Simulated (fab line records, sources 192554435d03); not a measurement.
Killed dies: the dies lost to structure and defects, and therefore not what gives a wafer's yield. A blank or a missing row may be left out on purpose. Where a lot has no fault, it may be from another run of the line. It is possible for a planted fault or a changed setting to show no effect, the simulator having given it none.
fab line records || flow n5-finfet || part 2 of 2: steps 23 to 29 of 29
record: {"lots": 5, "wafers": 15, "last-day": 18}
route steps=1938 shown HKMG_FIN@417
lots untouched by any fault: they come from a run of this same line in which no faults occurred
start-h: hours from the record's opening day to when the first of the lot's shown wafers began || wait-h: hours since the lot's step before || " as in the row above || L1.1+2: several wafers, shown together as one row || - no value present, or no start provided || * or withheld: withheld || < > ~ a bound
route shown NAME@n: names a module that has steps shown in the file, with the first one's number in the route || usual: mean and standard deviation over wafers with no fault || same: alike in all rows || chamber/n: place in a boat || sites: per-site readings || _std_site: the standard deviation of these || _edge_site: outer sites' mean less inner sites' || radius-mm: how far each site lies from the wafer's centre || mask NAME#n: copy n || behind: the last tool/chamber to shape the wafer || hold: reason for holding the lot/hours on hold/outcome of the hold || device: transistor that didn't switch, given as n, p or np || end of line: tests of these same wafers at the route's end || a step without rows: its recipe alone || killed: the dies lost at the first sort to structure and to defects; this is not the yield of the wafer || map: shows each die of a wafer: x if killed, . if not, _ if none is there
set.NAME: the run value of the setting; set.NAME@STEP: its run value at that earlier step || model.NAME: the simulator's own value behind a step, which no gauge read
lots seen at some steps along the route; tables by step, rows by wafer
services: when a tool's chamber went out of use (start-h, in hours from the record's first day, below 0 if earlier), for how many hours, and the reason
== steps ==
step: N5_HKMG_FIN_STRIP_92
recipe: {"chemistry": "N2/H2", "material": "SOC", "time-s": 20, "power-w": 500, "temp-c": 40, "pressure-mtorr": 50, "rf-frequency-hz": 6e+07, "bias-power-w": 8, "h2-frac": 0.5, "n2-flow-sccm": 300, "h2-flow-sccm": 300}
usual: {"drypump-motor-current-A": "5.7/0.4", "oes-product-au": "0.79/0.089", "rf-vpp-V": "54.3/0.82", "showerhead-plenum-p-Torr": "3.39/0.11", "throttle-valve-pct": "18.9/0.36"}
{"lot.wafer": "L082.1", "tool": "rie-diel-02", "chamber": 1, "start-h": 128.42, "wait-h": 0.1, "drypump-motor-current-A": 5.4, "oes-product-au": 0.67, "rf-hours-counter-h": 245, "rf-vpp-V": 54.5, "showerhead-plenum-p-Torr": 3.46, "throttle-valve-pct": 19.4}
{"lot.wafer": "L082.2", "tool": "rie-diel-02", "chamber": 0, "start-h": 128.42, "wait-h": 0.1, "drypump-motor-current-A": 5.4, "oes-product-au": 0.80, "rf-hours-counter-h": 92, "rf-vpp-V": 55.7, "showerhead-plenum-p-Torr": 3.39, "throttle-valve-pct": 18.7}
{"lot.wafer": "L082.3", "tool": "rie-diel-02", "chamber": 2, "start-h": 128.42, "wait-h": 0.1, "drypump-motor-current-A": 6.6, "oes-product-au": 0.77, "rf-hours-counter-h": 132, "rf-vpp-V": 53.4, "showerhead-plenum-p-Torr": 3.22, "throttle-valve-pct": 19.0}
{"lot.wafer": "L091.1", "tool": "rie-diel-05", "chamber": 2, "start-h": 179.55, "wait-h": 0.1, "drypump-motor-current-A": 5.8, "oes-product-au": 0.71, "rf-hours-counter-h": 196, "rf-vpp-V": 53.8, "showerhead-plenum-p-Torr": 3.46, "throttle-valve-pct": 18.3}
{"lot.wafer": "L091.4", "tool": "rie-diel-05", "chamber": 0, "start-h": 179.55, "wait-h": 0.1, "drypump-motor-current-A": 5.6, "oes-product-au": 0.86, "rf-hours-counter-h": "-", "rf-vpp-V": 55.1, "showerhead-plenum-p-Torr": 3.57, "throttle-valve-pct": 19.1}
{"lot.wafer": "L091.5", "tool": "rie-diel-05", "chamber": 3, "start-h": 179.55, "wait-h": 0.1, "drypump-motor-current-A": 5.7, "oes-product-au": 0.70, "rf-hours-counter-h": "-", "rf-vpp-V": 54.4, "showerhead-plenum-p-Torr": 3.30, "throttle-valve-pct": 18.5}
{"lot.wafer": "L094.3", "tool": "rie-diel-02", "chamber": 3, "start-h": 198.48, "wait-h": 0.1, "drypump-motor-current-A": 5.5, "oes-product-au": 0.88, "rf-hours-counter-h": 47, "rf-vpp-V": 54.5, "showerhead-plenum-p-Torr": 3.29, "throttle-valve-pct": 19.1}
{"lot.wafer": "L094.5", "tool": "rie-diel-02", "chamber": 0, "start-h": 198.48, "wait-h": 0.1, "drypump-motor-current-A": 5.4, "oes-product-au": 0.78, "rf-hours-counter-h": "-", "rf-vpp-V": 55.5, "showerhead-plenum-p-Torr": 3.38, "throttle-valve-pct": 18.7}
{"lot.wafer": "L094.6", "tool": "rie-diel-02", "chamber": 1, "start-h": 198.48, "wait-h": 0.1, "drypump-motor-current-A": 5.4, "oes-product-au": 0.92, "rf-hours-counter-h": "-", "rf-vpp-V": 53.7, "showerhead-plenum-p-Torr": 3.45, "throttle-valve-pct": 19.0}
{"lot.wafer": "L095.1", "tool": "rie-diel-05", "chamber": 3, "start-h": 203.06, "wait-h": 0.1, "drypump-motor-current-A": 5.7, "oes-product-au": 0.69, "rf-hours-counter-h": 216, "rf-vpp-V": 54.2, "showerhead-plenum-p-Torr": 3.30, "throttle-valve-pct": 18.5}
{"lot.wafer": "L095.5", "tool": "rie-diel-05", "chamber": 2, "start-h": 203.06, "wait-h": 0.1, "drypump-motor-current-A": 5.8, "oes-product-au": 0.70, "rf-hours-counter-h": "-", "rf-vpp-V": 52.4, "showerhead-plenum-p-Torr": 3.46, "throttle-valve-pct": 18.3}
{"lot.wafer": "L095.6", "tool": "rie-diel-05", "chamber": 3, "start-h": 203.06, "wait-h": 0.1, "drypump-motor-current-A": 5.7, "oes-product-au": 0.69, "rf-hours-counter-h": "-", "rf-vpp-V": 54.0, "showerhead-plenum-p-Torr": 3.30, "throttle-valve-pct": 18.5}
{"lot.wafer": "L096.1", "tool": "rie-diel-04", "chamber": 1, "start-h": 210.36, "wait-h": 0.1, "drypump-motor-current-A": 5.4, "oes-product-au": 0.91, "rf-hours-counter-h": 16, "rf-vpp-V": 53.6, "showerhead-plenum-p-Torr": 3.32, "throttle-valve-pct": 18.9}
{"lot.wafer": "L096.2", "tool": "rie-diel-04", "chamber": 0, "start-h": 210.36, "wait-h": 0.1, "drypump-motor-current-A": 5.9, "oes-product-au": 0.75, "rf-hours-counter-h": 183, "rf-vpp-V": 54.5, "showerhead-plenum-p-Torr": 3.35, "throttle-valve-pct": 18.8}
{"lot.wafer": "L096.4", "tool": "rie-diel-04", "chamber": 2, "start-h": 210.36, "wait-h": 0.1, "drypump-motor-current-A": 5.7, "oes-product-au": 0.75, "rf-hours-counter-h": 188, "rf-vpp-V": 54.8, "showerhead-plenum-p-Torr": 3.47, "throttle-valve-pct": 19.6}
step: N5_HKMG_FIN_WET_ETCH_18
recipe: {"chemistry": "SC1", "target": "TiN", "mix": "1:1:5", "temp-c": "*", "time-s": 55, "target-depth-nm": 5.2, "dry": "ipa-marangoni", "rinse-time-s": 30, "rinse-temp-c": 23}
usual: {"bath-heat-duty-pct": "7.2/1.2", "h2o2-flow-mL-min": "214.4/0.63"}
{"lot.wafer": "L082.1", "tool": "wet-bench-03", "chamber": 2, "start-h": 128.50, "wait-h": 0.1, "bath-heat-duty-pct": 6.8, "h2o2-flow-mL-min": 214.7}
{"lot.wafer": "L082.2", "tool": "wet-bench-03", "chamber": 1, "start-h": 128.50, "wait-h": 0.1, "bath-heat-duty-pct": 6.1, "h2o2-flow-mL-min": 214.2}
{"lot.wafer": "L082.3", "tool": "wet-bench-03", "chamber": 3, "start-h": 128.50, "wait-h": 0.1, "bath-heat-duty-pct": 7.6, "h2o2-flow-mL-min": 214.7}
{"lot.wafer": "L091.1", "tool": "wet-bench-03", "chamber": 3, "start-h": 179.64, "wait-h": 0.1, "bath-heat-duty-pct": 8.3, "h2o2-flow-mL-min": 213.3}
{"lot.wafer": "L091.4", "tool": "wet-bench-03", "chamber": 6, "start-h": 179.64, "wait-h": 0.1, "bath-heat-duty-pct": 6.1, "h2o2-flow-mL-min": 215.0}
{"lot.wafer": "L091.5", "tool": "wet-bench-03", "chamber": 1, "start-h": 179.64, "wait-h": 0.1, "bath-heat-duty-pct": 6.3, "h2o2-flow-mL-min": 215.3}
{"lot.wafer": "L094.3", "tool": "wet-bench-04", "chamber": 5, "start-h": 198.56, "wait-h": 0.1, "bath-heat-duty-pct": 7.8, "h2o2-flow-mL-min": 213.6}
{"lot.wafer": "L094.5", "tool": "wet-bench-04", "chamber": 4, "start-h": 198.56, "wait-h": 0.1, "bath-heat-duty-pct": 6.2, "h2o2-flow-mL-min": 215.6}
{"lot.wafer": "L094.6", "tool": "wet-bench-04", "chamber": 6, "start-h": 198.56, "wait-h": 0.1, "bath-heat-duty-pct": 6.8, "h2o2-flow-mL-min": 214.2}
{"lot.wafer": "L095.1", "tool": "wet-bench-03", "chamber": 7, "start-h": 203.14, "wait-h": 0.1, "bath-heat-duty-pct": 6.3, "h2o2-flow-mL-min": 214.8}
{"lot.wafer": "L095.5", "tool": "wet-bench-03", "chamber": 4, "start-h": 203.14, "wait-h": 0.1, "bath-heat-duty-pct": 5.6, "h2o2-flow-mL-min": 214.6}
{"lot.wafer": "L095.6", "tool": "wet-bench-03", "chamber": 0, "start-h": 203.14, "wait-h": 0.1, "bath-heat-duty-pct": 7.1, "h2o2-flow-mL-min": 215.2}
{"lot.wafer": "L096.1", "tool": "wet-bench-04", "chamber": 5, "start-h": 210.44, "wait-h": 0.1, "bath-heat-duty-pct": 7.5, "h2o2-flow-mL-min": 213.6}
{"lot.wafer": "L096.2", "tool": "wet-bench-04", "chamber": 4, "start-h": 210.44, "wait-h": 0.1, "bath-heat-duty-pct": 6.3, "h2o2-flow-mL-min": 214.7}
{"lot.wafer": "L096.4", "tool": "wet-bench-04", "chamber": 3, "start-h": 210.44, "wait-h": 0.1, "bath-heat-duty-pct": 10.8, "h2o2-flow-mL-min": 213.9}
step: N5_HKMG_FIN_STRIP_19
recipe: {"chemistry": "N2/H2", "power-w": 2500, "temp-c": 300, "h2-frac": 0.65, "time-s": 360, "pressure-mtorr": "withheld", "n2-flow-sccm": 1750, "h2-flow-sccm": 3250}
usual: {"drypump-motor-current-A": "5.8/0.36", "heater-power-w": "482/16"}
{"lot.wafer": "L082.1", "tool": "plasma-asher-01", "chamber": 1, "start-h": 128.57, "wait-h": 0.0, "drypump-motor-current-A": 5.9, "heater-power-w": 494, "rf-hours-counter-h": 47}
{"lot.wafer": "L082.2", "tool": "plasma-asher-01", "chamber": 0, "start-h": 128.57, "wait-h": 0.0, "drypump-motor-current-A": 5.2, "heater-power-w": 461, "rf-hours-counter-h": 47}
{"lot.wafer": "L082.3", "tool": "plasma-asher-01", "chamber": 1, "start-h": 128.57, "wait-h": 0.0, "drypump-motor-current-A": 5.9, "heater-power-w": 494, "rf-hours-counter-h": "-"}
{"lot.wafer": "L091.1", "tool": "plasma-asher-02", "chamber": 1, "start-h": 179.70, "wait-h": 0.0, "drypump-motor-current-A": 6.2, "heater-power-w": 481, "rf-hours-counter-h": 116}
{"lot.wafer": "L091.4", "tool": "plasma-asher-02", "chamber": 1, "start-h": 179.70, "wait-h": 0.0, "drypump-motor-current-A": 6.2, "heater-power-w": 452, "rf-hours-counter-h": "-"}
{"lot.wafer": "L091.5", "tool": "plasma-asher-02", "chamber": 1, "start-h": 179.70, "wait-h": 0.0, "drypump-motor-current-A": 6.2, "heater-power-w": 483, "rf-hours-counter-h": "-"}
{"lot.wafer": "L094.3", "tool": "plasma-asher-02", "chamber": 1, "start-h": 198.74, "wait-h": 0.1, "drypump-motor-current-A": 6.3, "heater-power-w": 468, "rf-hours-counter-h": "-"}
{"lot.wafer": "L094.5", "tool": "plasma-asher-02", "chamber": 0, "start-h": 198.74, "wait-h": 0.1, "drypump-motor-current-A": 5.7, "heater-power-w": 503, "rf-hours-counter-h": "-"}
{"lot.wafer": "L094.6", "tool": "plasma-asher-02", "chamber": 1, "start-h": 198.74, "wait-h": 0.1, "drypump-motor-current-A": 6.2, "heater-power-w": 472, "rf-hours-counter-h": "-"}
{"lot.wafer": "L095.1", "tool": "plasma-asher-02", "chamber": 1, "start-h": 203.21, "wait-h": 0.0, "drypump-motor-current-A": 6.2, "heater-power-w": 458, "rf-hours-counter-h": 122}
{"lot.wafer": "L095.5", "tool": "plasma-asher-02", "chamber": 1, "start-h": 203.21, "wait-h": 0.0, "drypump-motor-current-A": 6.2, "heater-power-w": 476, "rf-hours-counter-h": "-"}
{"lot.wafer": "L095.6", "tool": "plasma-asher-02", "chamber": 0, "start-h": 203.21, "wait-h": 0.0, "drypump-motor-current-A": 5.7, "heater-power-w": 481, "rf-hours-counter-h": "-"}
{"lot.wafer": "L096.1", "tool": "plasma-asher-01", "chamber": 0, "start-h": 210.50, "wait-h": 0.0, "drypump-motor-current-A": 5.2, "heater-power-w": 467, "rf-hours-counter-h": 54}
{"lot.wafer": "L096.2", "tool": "plasma-asher-01", "chamber": 1, "start-h": 210.50, "wait-h": 0.0, "drypump-motor-current-A": 5.9, "heater-power-w": 495, "rf-hours-counter-h": 54}
{"lot.wafer": "L096.4", "tool": "plasma-asher-01", "chamber": 1, "start-h": 210.50, "wait-h": 0.0, "drypump-motor-current-A": 5.9, "heater-power-w": 501, "rf-hours-counter-h": "-"}
step: N5_HKMG_FIN_ALD_91
recipe: {"material": "TiN", "target-thk-a": 10, "temp-c": 400, "ald-precursor-family": "TiCl4", "ald-co-reactant": "NH3", "pulse-time-s": 1, "purge-time-s": 3, "co-reactant-purge-time-s": 2, "co-reactant-pulse-time-s": 2, "ald-cycles": 47, "pressure-torr": 3}
usual: {"heater-power-w": "880/70", "precursor-pulse-height-rel": "0.996/0.018"}
same: {"pulse-time-s": 1}
{"lot.wafer": "L082.1", "tool": "ald-metal-04", "chamber": 1, "start-h": 128.95, "wait-h": 0.3, "heater-power-w": 820, "precursor-pulse-height-rel": 0.994, "since-wet-clean-h": 4407}
{"lot.wafer": "L082.2", "tool": "ald-metal-04", "chamber": 0, "start-h": 128.95, "wait-h": 0.3, "heater-power-w": 831, "precursor-pulse-height-rel": 0.981, "since-wet-clean-h": 4407}
{"lot.wafer": "L082.3", "tool": "ald-metal-04", "chamber": 2, "start-h": 128.95, "wait-h": 0.3, "heater-power-w": 991, "precursor-pulse-height-rel": 0.976, "since-wet-clean-h": 4407}
{"lot.wafer": "L091.1", "tool": "ald-metal-02", "chamber": 2, "start-h": 180.08, "wait-h": 0.3, "heater-power-w": 809, "precursor-pulse-height-rel": 1.010, "since-wet-clean-h": 2920}
{"lot.wafer": "L091.4", "tool": "ald-metal-02", "chamber": 0, "start-h": 180.08, "wait-h": 0.3, "heater-power-w": 775, "precursor-pulse-height-rel": 1.024, "since-wet-clean-h": 2920}
{"lot.wafer": "L091.5", "tool": "ald-metal-02", "chamber": 3, "start-h": 180.08, "wait-h": 0.3, "heater-power-w": 867, "precursor-pulse-height-rel": 1.002, "since-wet-clean-h": "-"}
{"lot.wafer": "L094.3", "tool": "ald-metal-02", "chamber": 2, "start-h": 199.00, "wait-h": 0.1, "heater-power-w": 840, "precursor-pulse-height-rel": 1.006, "since-wet-clean-h": 2939}
{"lot.wafer": "L094.5", "tool": "ald-metal-02", "chamber": 1, "start-h": 199.00, "wait-h": 0.1, "heater-power-w": 884, "precursor-pulse-height-rel": 0.970, "since-wet-clean-h": "-"}
{"lot.wafer": "L094.6", "tool": "ald-metal-02", "chamber": 0, "start-h": 199.00, "wait-h": 0.1, "heater-power-w": 768, "precursor-pulse-height-rel": 0.983, "since-wet-clean-h": "-"}
{"lot.wafer": "L095.1", "tool": "ald-metal-02", "chamber": 0, "start-h": 203.59, "wait-h": 0.3, "heater-power-w": 767, "precursor-pulse-height-rel": 1.038, "since-wet-clean-h": 2943}
{"lot.wafer": "L095.5", "tool": "ald-metal-02", "chamber": 1, "start-h": 203.59, "wait-h": 0.3, "heater-power-w": 892, "precursor-pulse-height-rel": 0.992, "since-wet-clean-h": "-"}
{"lot.wafer": "L095.6", "tool": "ald-metal-02", "chamber": 2, "start-h": 203.59, "wait-h": 0.3, "heater-power-w": 819, "precursor-pulse-height-rel": 1.025, "since-wet-clean-h": "-"}
{"lot.wafer": "L096.1", "tool": "ald-metal-02", "chamber": 0, "start-h": 210.89, "wait-h": 0.3, "heater-power-w": 787, "precursor-pulse-height-rel": 0.983, "since-wet-clean-h": 2951}
{"lot.wafer": "L096.2", "tool": "ald-metal-02", "chamber": 2, "start-h": 210.89, "wait-h": 0.3, "heater-power-w": 820, "precursor-pulse-height-rel": 1.008, "since-wet-clean-h": 2951}
{"lot.wafer": "L096.4", "tool": "ald-metal-02", "chamber": 3, "start-h": 210.89, "wait-h": 0.3, "heater-power-w": 875, "precursor-pulse-height-rel": 0.993, "since-wet-clean-h": 2951}
step: N5_HKMG_FIN_COAT_85
recipe: {"resist": "SOC", "temp-c": 250, "time-s": 60, "spin-rpm": 1500, "resist-thk-nm": 300}
{"lot.wafer": "L082.1+2+3", "tool": "litho-track-03", "chamber": 0, "start-h": 129.22, "wait-h": 0.2}
{"lot.wafer": "L091.1+4+5", "tool": "litho-track-03", "chamber": 0, "start-h": 180.36, "wait-h": 0.2}
{"lot.wafer": "L094.3+5+6", "tool": "litho-track-01", "chamber": 0, "start-h": 199.29, "wait-h": 0.2}
{"lot.wafer": "L095.1+5+6", "tool": "litho-track-02", "chamber": 0, "start-h": 203.86, "wait-h": 0.2}
{"lot.wafer": "L096.1+2+4", "tool": "litho-track-03", "chamber": 0, "start-h": 211.16, "wait-h": 0.2}
step: N5_HKMG_FIN_ETCH_86
recipe: {"chemistry": "N2/H2", "target": "SOC", "target-depth-a": 3932, "stop-on": "TiN", "ion-energy-ev": 100, "bias-w": 61, "pressure-mtorr": 30, "source-w": 850, "n2-flow-sccm": 200, "h2-flow-sccm": 200}
usual: {"drypump-motor-current-A": "5.6/0.38", "oes-product-au": "0.78/0.087", "rf-vpp-V": "241.0/1.3", "showerhead-plenum-p-Torr": "2.58/0.086", "throttle-valve-pct": "17.72/0.24"}
{"lot.wafer": "L082.1", "tool": "rie-diel-04", "chamber": 3, "start-h": 129.38, "wait-h": "-", "drypump-motor-current-A": 5.0, "oes-product-au": 0.93, "rf-hours-counter-h": 17, "rf-vpp-V": 244.1, "showerhead-plenum-p-Torr": 2.71, "throttle-valve-pct": 17.56}
{"lot.wafer": "L082.2", "tool": "rie-diel-04", "chamber": 2, "start-h": 129.38, "wait-h": "-", "drypump-motor-current-A": 5.7, "oes-product-au": 0.74, "rf-hours-counter-h": 157, "rf-vpp-V": 240.5, "showerhead-plenum-p-Torr": 2.64, "throttle-valve-pct": 18.04}
{"lot.wafer": "L082.3", "tool": "rie-diel-04", "chamber": 1, "start-h": 129.38, "wait-h": "-", "drypump-motor-current-A": 5.4, "oes-product-au": 0.68, "rf-hours-counter-h": 244, "rf-vpp-V": 240.4, "showerhead-plenum-p-Torr": 2.52, "throttle-valve-pct": 17.87}
{"lot.wafer": "L091.1", "tool": "rie-diel-02", "chamber": 1, "start-h": 180.46, "wait-h": "-", "drypump-motor-current-A": 5.4, "oes-product-au": 0.93, "rf-hours-counter-h": 4, "rf-vpp-V": 241.3, "showerhead-plenum-p-Torr": 2.62, "throttle-valve-pct": 17.81}
{"lot.wafer": "L091.4", "tool": "rie-diel-02", "chamber": 0, "start-h": 180.46, "wait-h": "-", "drypump-motor-current-A": 5.4, "oes-product-au": 0.79, "rf-hours-counter-h": 115, "rf-vpp-V": 241.1, "showerhead-plenum-p-Torr": 2.56, "throttle-valve-pct": 17.57}
{"lot.wafer": "L091.5", "tool": "rie-diel-02", "chamber": 3, "start-h": 180.46, "wait-h": "-", "drypump-motor-current-A": 5.5, "oes-product-au": 0.87, "rf-hours-counter-h": "-", "rf-vpp-V": 238.7, "showerhead-plenum-p-Torr": 2.49, "throttle-valve-pct": 17.84}
{"lot.wafer": "L094.3", "tool": "rie-diel-04", "chamber": 0, "start-h": 199.34, "wait-h": "-", "drypump-motor-current-A": 5.9, "oes-product-au": 0.75, "rf-hours-counter-h": 179, "rf-vpp-V": 241.0, "showerhead-plenum-p-Torr": 2.54, "throttle-valve-pct": 17.72}
{"lot.wafer": "L094.5", "tool": "rie-diel-04", "chamber": 1, "start-h": 199.34, "wait-h": "-", "drypump-motor-current-A": 5.4, "oes-product-au": 0.91, "rf-hours-counter-h": "-", "rf-vpp-V": 240.0, "showerhead-plenum-p-Torr": 2.51, "throttle-valve-pct": 17.50}
{"lot.wafer": "L094.6", "tool": "rie-diel-04", "chamber": 2, "start-h": 199.34, "wait-h": "-", "drypump-motor-current-A": 5.7, "oes-product-au": 0.72, "rf-hours-counter-h": "-", "rf-vpp-V": 241.9, "showerhead-plenum-p-Torr": 2.63, "throttle-valve-pct": 18.08}
{"lot.wafer": "L095.1", "tool": "rie-diel-04", "chamber": 1, "start-h": 203.93, "wait-h": "-", "drypump-motor-current-A": 5.4, "oes-product-au": 0.90, "rf-hours-counter-h": 13, "rf-vpp-V": 240.3, "showerhead-plenum-p-Torr": 2.51, "throttle-valve-pct": 17.52}
{"lot.wafer": "L095.5", "tool": "rie-diel-04", "chamber": 3, "start-h": 203.93, "wait-h": "-", "drypump-motor-current-A": 5.0, "oes-product-au": 0.88, "rf-hours-counter-h": "-", "rf-vpp-V": 243.3, "showerhead-plenum-p-Torr": 2.70, "throttle-valve-pct": 17.62}
{"lot.wafer": "L095.6", "tool": "rie-diel-04", "chamber": 2, "start-h": 203.93, "wait-h": "-", "drypump-motor-current-A": 5.7, "oes-product-au": 0.72, "rf-hours-counter-h": "-", "rf-vpp-V": 242.5, "showerhead-plenum-p-Torr": 2.63, "throttle-valve-pct": 18.07}
{"lot.wafer": "L096.1", "tool": "rie-diel-02", "chamber": 1, "start-h": 211.23, "wait-h": "-", "drypump-motor-current-A": 5.4, "oes-product-au": 0.89, "rf-hours-counter-h": 15, "rf-vpp-V": 242.8, "showerhead-plenum-p-Torr": 2.61, "throttle-valve-pct": 17.83}
{"lot.wafer": "L096.2", "tool": "rie-diel-02", "chamber": 2, "start-h": 211.23, "wait-h": "-", "drypump-motor-current-A": 6.6, "oes-product-au": 0.74, "rf-hours-counter-h": 165, "rf-vpp-V": 238.0, "showerhead-plenum-p-Torr": 2.42, "throttle-valve-pct": 17.71}
{"lot.wafer": "L096.4", "tool": "rie-diel-02", "chamber": 3, "start-h": 211.23, "wait-h": "-", "drypump-motor-current-A": 5.5, "oes-product-au": 0.87, "rf-hours-counter-h": 52, "rf-vpp-V": 239.6, "showerhead-plenum-p-Torr": 2.48, "throttle-valve-pct": 17.85}
step: N5_HKMG_FIN_STRIP_89
recipe: {"chemistry": "N2/H2", "material": "SOC", "time-s": 20, "power-w": 500, "temp-c": 40, "pressure-mtorr": 50, "rf-frequency-hz": 6e+07, "bias-power-w": 8, "h2-frac": 0.5, "n2-flow-sccm": 300, "h2-flow-sccm": 300}
usual: {"drypump-motor-current-A": "5.6/0.38", "oes-product-au": "0.79/0.09", "rf-vpp-V": "54.2/0.85", "showerhead-plenum-p-Torr": "3.40/0.11", "throttle-valve-pct": "18.9/0.37"}
{"lot.wafer": "L082.1", "tool": "rie-diel-04", "chamber": 3, "start-h": 129.44, "wait-h": 0.0, "drypump-motor-current-A": 5.0, "oes-product-au": 0.96, "rf-hours-counter-h": 17, "rf-vpp-V": 54.9, "showerhead-plenum-p-Torr": 3.57, "throttle-valve-pct": 19.1}
{"lot.wafer": "L082.2", "tool": "rie-diel-04", "chamber": 2, "start-h": 129.44, "wait-h": 0.0, "drypump-motor-current-A": 5.7, "oes-product-au": 0.78, "rf-hours-counter-h": 157, "rf-vpp-V": 54.5, "showerhead-plenum-p-Torr": 3.49, "throttle-valve-pct": 19.6}
{"lot.wafer": "L082.3", "tool": "rie-diel-04", "chamber": 1, "start-h": 129.44, "wait-h": 0.0, "drypump-motor-current-A": 5.4, "oes-product-au": 0.69, "rf-hours-counter-h": 245, "rf-vpp-V": 54.9, "showerhead-plenum-p-Torr": 3.33, "throttle-valve-pct": 19.3}
{"lot.wafer": "L091.1", "tool": "rie-diel-02", "chamber": 1, "start-h": 180.52, "wait-h": 0.0, "drypump-motor-current-A": 5.4, "oes-product-au": 0.93, "rf-hours-counter-h": 4, "rf-vpp-V": 52.9, "showerhead-plenum-p-Torr": 3.45, "throttle-valve-pct": 19.0}
{"lot.wafer": "L091.4", "tool": "rie-diel-02", "chamber": 0, "start-h": 180.52, "wait-h": 0.0, "drypump-motor-current-A": 5.4, "oes-product-au": 0.80, "rf-hours-counter-h": 115, "rf-vpp-V": 53.6, "showerhead-plenum-p-Torr": 3.38, "throttle-valve-pct": 18.7}
{"lot.wafer": "L091.5", "tool": "rie-diel-02", "chamber": 3, "start-h": 180.52, "wait-h": 0.0, "drypump-motor-current-A": 5.5, "oes-product-au": 0.88, "rf-hours-counter-h": "-", "rf-vpp-V": 54.7, "showerhead-plenum-p-Torr": 3.29, "throttle-valve-pct": 19.1}
{"lot.wafer": "L094.3", "tool": "rie-diel-04", "chamber": 0, "start-h": 199.40, "wait-h": 0.0, "drypump-motor-current-A": 5.9, "oes-product-au": 0.75, "rf-hours-counter-h": 179, "rf-vpp-V": 53.9, "showerhead-plenum-p-Torr": 3.36, "throttle-valve-pct": 18.8}
{"lot.wafer": "L094.5", "tool": "rie-diel-04", "chamber": 1, "start-h": 199.40, "wait-h": 0.0, "drypump-motor-current-A": 5.4, "oes-product-au": 0.92, "rf-hours-counter-h": "-", "rf-vpp-V": 55.6, "showerhead-plenum-p-Torr": 3.32, "throttle-valve-pct": 18.9}
{"lot.wafer": "L094.6", "tool": "rie-diel-04", "chamber": 2, "start-h": 199.40, "wait-h": 0.0, "drypump-motor-current-A": 5.7, "oes-product-au": 0.74, "rf-hours-counter-h": "-", "rf-vpp-V": 55.9, "showerhead-plenum-p-Torr": 3.47, "throttle-valve-pct": 19.6}
{"lot.wafer": "L095.1", "tool": "rie-diel-04", "chamber": 1, "start-h": 203.99, "wait-h": 0.0, "drypump-motor-current-A": 5.4, "oes-product-au": 0.91, "rf-hours-counter-h": 13, "rf-vpp-V": 53.4, "showerhead-plenum-p-Torr": 3.32, "throttle-valve-pct": 18.9}
{"lot.wafer": "L095.5", "tool": "rie-diel-04", "chamber": 3, "start-h": 203.99, "wait-h": 0.0, "drypump-motor-current-A": 5.0, "oes-product-au": 0.89, "rf-hours-counter-h": "-", "rf-vpp-V": 55.5, "showerhead-plenum-p-Torr": 3.56, "throttle-valve-pct": 19.1}
{"lot.wafer": "L095.6", "tool": "rie-diel-04", "chamber": 2, "start-h": 203.99, "wait-h": 0.0, "drypump-motor-current-A": 5.7, "oes-product-au": 0.74, "rf-hours-counter-h": "-", "rf-vpp-V": 55.5, "showerhead-plenum-p-Torr": 3.47, "throttle-valve-pct": 19.6}
{"lot.wafer": "L096.1", "tool": "rie-diel-02", "chamber": 1, "start-h": 211.29, "wait-h": 0.0, "drypump-motor-current-A": 5.4, "oes-product-au": 0.90, "rf-hours-counter-h": 15, "rf-vpp-V": 54.2, "showerhead-plenum-p-Torr": 3.45, "throttle-valve-pct": 19.0}
{"lot.wafer": "L096.2", "tool": "rie-diel-02", "chamber": 2, "start-h": 211.29, "wait-h": 0.0, "drypump-motor-current-A": 6.6, "oes-product-au": 0.74, "rf-hours-counter-h": 165, "rf-vpp-V": 53.3, "showerhead-plenum-p-Torr": 3.21, "throttle-valve-pct": 19.1}
{"lot.wafer": "L096.4", "tool": "rie-diel-02", "chamber": 3, "start-h": 211.29, "wait-h": 0.0, "drypump-motor-current-A": 5.5, "oes-product-au": 0.87, "rf-hours-counter-h": 52, "rf-vpp-V": 53.8, "showerhead-plenum-p-Torr": 3.28, "throttle-valve-pct": 19.1}
== services ==
{"tool": "rie-diel-04", "chamber": 3, "start-h": 103.87, "hours": 1.6, "kind": "repair"}
{"tool": "arfi-scanner-03", "chamber": "-", "start-h": 105.21, "hours": 0.8, "kind": "pm"}
{"tool": "ald-metal-02", "chamber": 0, "start-h": 113.42, "hours": 16.1, "kind": "repair"}
{"tool": "rie-diel-02", "chamber": 2, "start-h": 123.38, "hours": 3.3, "kind": "repair"}
{"tool": "rie-diel-02", "chamber": 3, "start-h": 124.20, "hours": 18.9, "kind": "repair"}
{"tool": "arfi-scanner-03", "chamber": "-", "start-h": 127.13, "hours": 4.9, "kind": "pm"}
{"tool": "rie-diel-05", "chamber": 2, "start-h": 127.78, "hours": 5.4, "kind": "repair"}
{"tool": "rie-diel-04", "chamber": 0, "start-h": 133.20, "hours": 5.6, "kind": "repair"}
{"tool": "rie-diel-02", "chamber": 1, "start-h": 143.12, "hours": "-", "kind": "clean"}
{"tool": "plasma-asher-01", "chamber": "-", "start-h": 144.23, "hours": 41.7, "kind": "repair"}
{"tool": "arfi-scanner-01", "chamber": "-", "start-h": 151.01, "hours": 4.1, "kind": "repair"}
{"tool": "ald-metal-02", "chamber": 2, "start-h": 165.51, "hours": 13.3, "kind": "repair"}
{"tool": "arfi-scanner-01", "chamber": "-", "start-h": 176.17, "hours": 1.0, "kind": "pm"}
{"tool": "arfi-scanner-01", "chamber": "-", "start-h": 184.78, "hours": 1.3, "kind": "pm"}
{"tool": "arfi-scanner-01", "chamber": "-", "start-h": 186.43, "hours": 1.6, "kind": "repair"}
{"tool": "ald-metal-02", "chamber": 3, "start-h": 190.10, "hours": 6.9, "kind": "repair"}
{"tool": "arfi-scanner-01", "chamber": "-", "start-h": 190.75, "hours": 3.0, "kind": "repair"}
{"tool": "arfi-scanner-01", "chamber": "-", "start-h": 193.76, "hours": 4.9, "kind": "pm"}
{"tool": "arfi-scanner-03", "chamber": "-", "start-h": 195.22, "hours": 1.3, "kind": "pm"}
{"tool": "ald-metal-04", "chamber": "-", "start-h": 204.05, "hours": 1.2, "kind": "repair"}
{"tool": "arfi-scanner-03", "chamber": "-", "start-h": 206.83, "hours": 1.0, "kind": "pm"}
{"tool": "rie-diel-05", "chamber": 3, "start-h": 207.52, "hours": 3.0, "kind": "repair"}
{"tool": "ald-metal-02", "chamber": "-", "start-h": 208.27, "hours": 0.6, "kind": "repair"}
{"tool": "ald-metal-04", "chamber": "-", "start-h": 208.64, "hours": 6.0, "kind": "pm"}
